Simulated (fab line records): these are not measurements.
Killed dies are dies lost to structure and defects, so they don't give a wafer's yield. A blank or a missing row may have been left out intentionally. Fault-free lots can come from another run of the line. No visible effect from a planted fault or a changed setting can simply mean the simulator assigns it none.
Chamber matching || flow n5 finfet || N5_BEOL_M5_CURE_80 on uv cure-01 has 3 sister chambers
The step cures SiCOH lowk, time 120 s. 14 wafers are shown with their chamber, then 7 later ones without.

WAFERS, EACH WITH ITS CHAMBER
{"wafer": "L075.1", "chamber": 1, "wafer_temp_C_max": 371.1, "lamp power pct (%)": 52.33}
{"wafer": "L075.3", "chamber": 1, "wafer_temp_C_max": 371.0, "lamp power pct (%)": 52.34}
{"wafer": "L075.5", "chamber": 1, "wafer_temp_C_max": 371.0, "lamp power pct (%)": 52.31}
{"wafer": "L075.2", "chamber": 1, "wafer_temp_C_max": 371.0, "lamp power pct (%)": 52.31}
{"wafer": "L075.4", "chamber": 1, "wafer_temp_C_max": 371.0, "lamp power pct (%)": 52.22}
{"wafer": "L075.6", "chamber": 1, "wafer_temp_C_max": 371.4, "lamp power pct (%)": 52.26}
{"wafer": "L078.2", "chamber": 2, "wafer_temp_C_max": 372.5, "lamp power pct (%)": 52.28}
{"wafer": "L078.4", "chamber": 2, "wafer_temp_C_max": 371.8, "lamp power pct (%)": 52.37}
{"wafer": "L078.6", "chamber": 2, "wafer_temp_C_max": 372.3, "lamp power pct (%)": 52.35}
{"wafer": "L079.2", "chamber": 0, "wafer_temp_C_max": 371.1, "lamp power pct (%)": 52.38}
{"wafer": "L079.3", "chamber": 0, "wafer_temp_C_max": 371.9, "lamp power pct (%)": 52.40}
{"wafer": "L079.5", "chamber": 0, "wafer_temp_C_max": 371.3, "lamp power pct (%)": 52.28}
{"wafer": "L085.2", "chamber": 0, "wafer_temp_C_max": 371.4, "lamp power pct (%)": 52.48}
{"wafer": "L085.5", "chamber": 0, "wafer_temp_C_max": 372.2, "lamp power pct (%)": 52.36}

SIGNATURES, as means of the wafers listed above
{"reading": "wafer_temp_C_max", "chamber 0": 371.580, "chamber 1": 371.083, "chamber 2": 372.200, "scatter within a chamber": 0.333}
{"reading": "lamp power pct", "chamber 0": 52.3800, "chamber 1": 52.2950, "chamber 2": 52.3333, "scatter within a chamber": 0.0571}
Rule: a wafer's distance from a chamber is the root of the sum, over the readings, of the square of ((its reading less the chamber's mean) divided by the reading's scatter). The wafer belongs to the nearest chamber; if the next one is less than 2 further off, it can't be placed. How the scatter is found: for the shown wafers, subtract from each reading the mean of its chamber, square and add these, divide the total by (wafers less chambers), then take the root.

WAFERS WHOSE CHAMBER IS MISSING
{"wafer": "L085.6", "wafer_temp_C_max": 371.8, "lamp power pct (%)": 52.26}
{"wafer": "L089.1", "wafer_temp_C_max": 370.9, "lamp power pct (%)": 52.32}
{"wafer": "L089.4", "wafer_temp_C_max": 371.3, "lamp power pct (%)": 52.26}
{"wafer": "L089.6", "wafer_temp_C_max": 371.1, "lamp power pct (%)": 52.33}
{"wafer": "L093.2", "wafer_temp_C_max": 371.4, "lamp power pct (%)": 52.40}
{"wafer": "L093.3", "wafer_temp_C_max": 371.7, "lamp power pct (%)": 52.30}
{"wafer": "L093.4", "wafer_temp_C_max": 372.1, "lamp power pct (%)": 52.39}

THE CHAMBER EACH PASSED THROUGH
{"wafer": "L085.6", "from the rows above": "can't be placed: 2 or 0 or 1", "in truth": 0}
{"wafer": "L089.1", "from the rows above": "can't be placed: 1 or 0", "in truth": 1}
{"wafer": "L089.4", "from the rows above": "can't be placed: 1 or 0", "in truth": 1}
{"wafer": "L089.6", "from the rows above": "can't be placed: 1 or 0", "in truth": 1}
{"wafer": "L093.2", "from the rows above": "can't be placed: 0 or 1", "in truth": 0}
{"wafer": "L093.3", "from the rows above": "can't be placed: 0 or 2 or 1", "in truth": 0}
{"wafer": "L093.4", "from the rows above": "can't be placed: 2 or 0", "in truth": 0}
Correctly placed: 0 of 7. Unplaceable from these rows: 7, with the true chamber sitting among the candidates in 7. Number placed wrongly: 0.
